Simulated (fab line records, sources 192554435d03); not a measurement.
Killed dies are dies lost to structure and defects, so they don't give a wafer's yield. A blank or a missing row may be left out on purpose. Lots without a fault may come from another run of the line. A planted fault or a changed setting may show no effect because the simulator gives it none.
Chamber matching | flow n5_finfet | N5_FIN_SAQP_STRIP_55 on rie_diel-01: 4 sister chambers
The step strips in N2/H2. 4 wafers are shown with their chamber, then 9 later ones without.

WAFERS WITH THEIR CHAMBER
wafer  | chamber | drypump_motor_current_A (A)
L083.6 | 3       | 5.43
L084.2 | 0       | 5.44
L084.3 | 1       | 5.11
L084.4 | 2       | 5.92

WAFERS WITHOUT THEIR CHAMBER
wafer  | drypump_motor_current_A (A)
L085.1 | 5.98
L085.2 | 5.11
L085.4 | 5.43
L087.1 | 5.44
L087.3 | 5.13
L087.4 | 5.95
L094.1 | 5.47
L094.4 | 5.13
L094.6 | 5.46

WHICH CHAMBER EACH WENT THROUGH
wafer  | from the rows above     | in truth
L085.1 | 2                       | 2
L085.2 | 1                       | 1
L085.4 | can't be placed: 3 or 0 | 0
L087.1 | can't be placed: 0 or 3 | 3
L087.3 | 1                       | 1
L087.4 | 2                       | 2
L094.1 | can't be placed: 0 or 3 | 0
L094.4 | 1                       | 1
L094.6 | can't be placed: 0 or 3 | 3
Placed correctly: 5 of 9. Can't be placed from these rows: 4 (the true chamber is among the candidates in 4). Placed wrongly: 0.
How it was worked out, from the rows above alone: a wafer's distance from a chamber is the root of the sum, over the readings, of the square of ((its reading less the chamber's mean) divided by the reading's scatter). The wafer belongs to the nearest chamber; if the next one is less than 2 further off, it can't be placed. A chamber's mean is the mean of its shown wafers. The scatter: with one shown wafer a chamber, the root of the mean of the squares of how far each hidden wafer lies from its nearest shown one.
